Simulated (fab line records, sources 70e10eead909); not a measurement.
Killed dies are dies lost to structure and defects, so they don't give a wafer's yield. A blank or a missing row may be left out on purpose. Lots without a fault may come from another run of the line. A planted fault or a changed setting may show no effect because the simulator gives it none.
Chamber matching | flow nand_harc | NHARC_A_CONTACT_ETCH_48 on rie_diel-12: 4 sister chambers
The step etches the open film in CF4, target depth 39 nm, time 65 s. 7 wafers are shown with their chamber, then 7 later ones without.

WAFERS WITH THEIR CHAMBER
wafer  | chamber | drypump_motor_current_A (A) | showerhead_plenum_p_Torr (Torr)
L082.2 | 1       | 5.2                         | 1.84
L082.6 | 3       | 5.3                         | 1.89
L086.1 | 1       | 5.2                         | 1.83
L086.2 | 2       | 4.8                         | 1.90
L086.3 | 0       | 5.6                         | 1.88
L086.4 | 3       | 5.4                         | 1.89
L086.5 | 0       | 5.6                         | 1.88

WAFERS WITHOUT THEIR CHAMBER
wafer  | drypump_motor_current_A (A) | showerhead_plenum_p_Torr (Torr)
L086.6 | 5.2                         | 1.84
L090.1 | 5.5                         | 1.88
L090.3 | 5.4                         | 1.88
L090.5 | 5.2                         | 1.83
L093.2 | 5.2                         | 1.83
L093.3 | 4.8                         | 1.90
L093.6 | 4.9                         | 1.90

WHICH CHAMBER EACH WENT THROUGH
wafer  | from the rows above     | in truth
L086.6 | 1                       | 1
L090.1 | can't be placed: 0 or 3 | 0
L090.3 | 3                       | 3
L090.5 | 1                       | 1
L093.2 | 1                       | 1
L093.3 | 2                       | 2
L093.6 | 2                       | 2
Placed correctly: 6 of 7. Can't be placed from these rows: 1 (the true chamber is among the candidates in 1). Placed wrongly: 0.
How it was worked out, from the rows above alone: a wafer's distance from a chamber is the root of the sum, over the readings, of the square of ((its reading less the chamber's mean) divided by the reading's scatter). The wafer belongs to the nearest chamber; if the next one is less than 2 further off, it can't be placed. A chamber's mean is the mean of its shown wafers. The scatter: the root of (the sum of the squares of (reading less its chamber's mean) over the shown wafers, divided by (wafers less chambers)).
